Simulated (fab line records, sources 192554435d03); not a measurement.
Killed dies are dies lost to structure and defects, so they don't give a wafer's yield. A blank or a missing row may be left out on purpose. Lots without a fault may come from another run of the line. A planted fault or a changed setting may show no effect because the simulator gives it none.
One fault seen from 3 desks | flow n5_finfet | each desk has only its own numbers; what lay behind them comes last

THE METROLOGY DESK
What the gauges read, lot by lot, whatever tool the lot ran on: means of the sampled wafers that have a number. A lot is out of limits, marked OUT, if its mean lies more than 4 standard deviations from the usual mean; the brackets give that distance. Of its 11 readings 7 are shown: those that lie furthest out on some lot.
Columns: A = DIBL_N at N5_BEOL_M4_RC_MEAS_101, usual 36.0 mV/V; B = DIBL_P at N5_BEOL_M4_RC_MEAS_101, usual 35.6 mV/V; C = IOFF_N at N5_BEOL_M4_RC_MEAS_101, usual 0.15 nA/um; D = IOFF_P at N5_BEOL_M4_RC_MEAS_101, usual 0.19 nA/um; E = ION_P at N5_BEOL_M4_RC_MEAS_101, usual 455 uA/um; F = SS_N at N5_BEOL_M4_RC_MEAS_101, usual 71.5 mV/dec; G = VT_P at N5_BEOL_M4_RC_MEAS_101, usual -253 mV
lot  | first seen here | A    | B    | C    | D    | E   | F    | G
L993 | day 1 21:21     | 36.5 | 35.4 | 0.15 | 0.21 | 459 | 70.6 | -250
L995 | day 2 10:20     | 35.8 | 35.1 | 0.14 | 0.17 | 446 | 71.3 | -253
L101 | day 3 20:40     | 33.7 | 32.9 | 0.12 | 0.18 | 454 | 71.2 | -253
L102 | day 4 04:30     | 33.9 | 34.3 | 0.13 | 0.18 | 456 | 71.6 | -252
L103 | day 4 09:50     | 33.1 | 32.6 | 0.11 | 0.16 | 453 | 70.8 | -254
L104 | day 4 17:43     | 33.7 | 32.0 | 0.12 | 0.16 | 452 | 70.7 | -255
L105 | day 4 21:29     | 37.8 | 36.1 | 0.16 | 0.20 | 454 | 71.7 | -252
L106 | day 5 04:23     | 37.2 | 38.1 | 0.18 | 0.21 | 458 | 71.7 | -251
L112 | day 6 15:50     | 37.6 | 37.1 | 0.18 | 0.21 | 457 | 72.0 | -252
L114 | day 7 03:28     | 38.4 | 38.5 | 0.20 | 0.25 | 460 | 72.8 | -249
This desk's finding: nothing out of limits on any of the 10 lots.

THE DEFECT DESK
What the inspections along the route counted, lot by lot: means of the sampled wafers that have a number. A lot is out of limits, marked OUT, if its mean lies more than 4 standard deviations from the usual mean; the brackets give that distance.
Columns: A = raw_defect_count at N5_START_INSPECT_01, usual 5.8
lot  | first seen here | A
L993 | day 1 12:02     | 4.3
L995 | day 2 00:02     | 4.0
L101 | day 3 12:02     | 3.7
L102 | day 3 18:02     | 4.0
L103 | day 4 00:02     | 5.3
L104 | day 4 06:02     | 5.3
L105 | day 4 12:02     | 4.0
L106 | day 4 18:02     | 5.3
L112 | day 6 06:02     | 3.0
L114 | day 6 18:02     | 4.0
This desk's finding: nothing out of limits on any of the 10 lots.

THE TOOL OWNER'S DESK: krf_scanner-02
The tool's own readings at N5_ZERO_LAYER_EXPOSE_08 (exposes mask ZERO, defocus 0 nm, target cd 2000 nm): means of the sampled wafers that have a number, for each lot that ran on this tool. A lot is out of limits, marked OUT, if its mean lies more than 4 standard deviations from the usual mean; the brackets give that distance.
Columns: A = exposure_dose_mJ_cm2 at N5_ZERO_LAYER_EXPOSE_08, usual 16.190
lot  | first seen here | A
L993 | day 1 12:36     | 16.182
L995 | day 2 00:37     | 16.191
L101 | day 3 12:29     | 16.182
L104 | day 4 06:47     | 16.197
L105 | day 4 12:28     | 16.169
L106 | day 4 18:28     | 16.197
L112 | day 6 06:35     | 16.183
L114 | day 6 18:28     | 16.123 (-4.5) OUT
This desk's finding: out of limits on L114; first on L114, day 6 18:28 (exposure_dose_mJ_cm2 at N5_ZERO_LAYER_EXPOSE_08). In limits: L993, L995, L101, L104, L105, L106, L112.

PUT TOGETHER
The tool owner's desk could have raised an alarm at day 6 18:28, on L114.
The metrology desk saw nothing out of limits.
The defect desk saw nothing out of limits.
The metrology desk has L114 on record, within its limits.
The defect desk has L114 on record, within its limits.
Of the lots named, all ran N5_ZERO_LAYER_EXPOSE_08 on krf_scanner-02.

WHAT THE SIMULATOR HAD PUT IN
Process parameter drift: krf_scanner-02, from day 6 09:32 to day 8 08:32, at N5_ZERO_LAYER_EXPOSE_08. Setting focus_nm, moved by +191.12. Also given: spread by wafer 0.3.
Lots struck among those shown: L114.
Hours from the fault's start to each desk's first reading out of limits: the tool owner's desk, 9.
